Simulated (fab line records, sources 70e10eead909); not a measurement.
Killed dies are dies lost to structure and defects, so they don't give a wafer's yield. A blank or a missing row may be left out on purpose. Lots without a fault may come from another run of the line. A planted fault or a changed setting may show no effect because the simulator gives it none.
Chamber matching | flow nand_harc | NHARC_A_BLC_ALD_23 on ald_metal-01: 4 sister chambers
The step deposits TiN, target thk 3 nm, pulse time 1 s, ald cycles 150. 4 wafers are shown with their chamber, then 9 later ones without.

WAFERS WITH THEIR CHAMBER
wafer  | chamber | heater_power_w (W)
L478.6 | 1       | 1078
L483.2 | 2       | 1172
L483.3 | 3       | 1130
L483.4 | 0       | 879

WAFERS WITHOUT THEIR CHAMBER
wafer  | heater_power_w (W)
L479.1 | 1078
L479.4 | 1212
L479.6 | 1099
L481.1 | 1177
L481.3 | 1179
L481.6 | 1153
L487.2 | 1141
L487.4 | 1067
L487.6 | 1071

WHICH CHAMBER EACH WENT THROUGH
wafer  | from the rows above     | in truth
L479.1 | 1                       | 1
L479.4 | 2                       | 2
L479.6 | can't be placed: 1 or 3 | 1
L481.1 | 2                       | 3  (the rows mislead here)
L481.3 | 2                       | 2
L481.6 | can't be placed: 2 or 3 | 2
L487.2 | can't be placed: 3 or 2 | 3
L487.4 | 1                       | 1
L487.6 | 1                       | 1
Placed correctly: 5 of 9. Can't be placed from these rows: 3 (the true chamber is among the candidates in 3). Placed wrongly: 1.
How it was worked out, from the rows above alone: a wafer's distance from a chamber is the root of the sum, over the readings, of the square of ((its reading less the chamber's mean) divided by the reading's scatter). The wafer belongs to the nearest chamber; if the next one is less than 2 further off, it can't be placed. A chamber's mean is the mean of its shown wafers. The scatter: with one shown wafer a chamber, the root of the mean of the squares of how far each hidden wafer lies from its nearest shown one.
